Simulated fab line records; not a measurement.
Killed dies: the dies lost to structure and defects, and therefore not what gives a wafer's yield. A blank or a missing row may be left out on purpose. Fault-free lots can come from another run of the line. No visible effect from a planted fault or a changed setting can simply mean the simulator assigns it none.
Chamber matching	flow n5 finfet	3 sister chambers for N5_BEOL_M5_ILD_DEP_00 on pecvd-04
The step deposits SiCOH lowk from DEMS/porogen, target thk 140.64 nm, time 25.9 s. 3 wafers are shown with their chamber, then 7 later ones without.

## WAFERS WITH THEIR CHAMBER
wafer	chamber	throttle valve pct (%)
L085.3	1	15.7
L089.2	2	12.9
L089.4	0	13.8

## WAFERS WITH NO CHAMBER GIVEN
wafer	throttle valve pct (%)
L089.6	13.0
L087.2	13.1
L087.3	15.7
L087.5	13.4
L093.1	13.1
L093.5	15.5
L093.6	12.7

## EACH ONE'S CHAMBER
wafer	from the rows above	in truth
L089.6	2	2
L087.2	2	2
L087.3	1	1
L087.5	can't be placed: 0 or 2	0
L093.1	2	2
L093.5	1	1
L093.6	2	2
Placed correctly: 6 of 7. These rows do not allow placing 1 (true chamber among the candidates in 1). Wrongly placed: 0.
How it was worked out, from the rows above alone: a wafer's distance from a chamber is the root of the sum, over the readings, of the square of ((its reading less the chamber's mean) divided by the reading's scatter). If the next closest chamber is less than 2 further off than the closest, the wafer can't be placed; otherwise it belongs to the closest. Each chamber's mean is taken over the wafers shown for it. The scatter: root of mean squared gap, hidden wafer to nearest shown wafer, with one shown wafer a chamber.
